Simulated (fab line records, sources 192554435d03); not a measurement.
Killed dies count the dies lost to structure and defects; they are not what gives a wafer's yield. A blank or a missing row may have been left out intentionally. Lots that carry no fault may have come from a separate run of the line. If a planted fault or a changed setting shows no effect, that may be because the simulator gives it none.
Matching of chambers | flow n5_finfet | N5_BEOL_M7_STRIP_67 on rie_diel-05 has 4 sister chambers
The step strips in CF4. 4 wafers are shown with their chamber, then 9 later ones without.

WAFERS, EACH WITH ITS CHAMBER
wafer  | chamber | showerhead_plenum_p_Torr (Torr)
L082.2 | 2       | 1.77
L090.3 | 3       | 1.73
L090.4 | 0       | 1.84
L090.6 | 1       | 1.73

WAFERS MISSING THEIR CHAMBER
wafer  | showerhead_plenum_p_Torr (Torr)
L091.1 | 1.76
L091.3 | 1.84
L091.4 | 1.73
L092.2 | 1.73
L092.4 | 1.76
L092.6 | 1.73
L097.1 | 1.72
L097.2 | 1.76
L097.6 | 1.72

THE CHAMBER EACH PASSED THROUGH
wafer  | from the rows above     | in truth
L091.1 | 2                       | 2
L091.3 | 0                       | 0
L091.4 | can't be placed: 1 or 3 | 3
L092.2 | can't be placed: 1 or 3 | 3
L092.4 | 2                       | 2
L092.6 | can't be placed: 1 or 3 | 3
L097.1 | can't be placed: 1 or 3 | 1
L097.2 | 2                       | 2
L097.6 | can't be placed: 1 or 3 | 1
Correct placement for 4 of the 9. Unplaceable from these rows: 5, with the true chamber sitting among the candidates in 5. Placed wrongly: 0.
How it was worked out, from the rows above alone: a wafer's distance from a chamber is the root of the sum, over the readings, of the square of ((its reading less the chamber's mean) divided by the reading's scatter). The wafer belongs to the nearest chamber; if the next one is less than 2 further off, it can't be placed. A chamber's mean is the mean of its shown wafers. The scatter (one wafer shown for each chamber): square how far every hidden wafer sits from the nearest shown wafer, average those squares and take the square root.
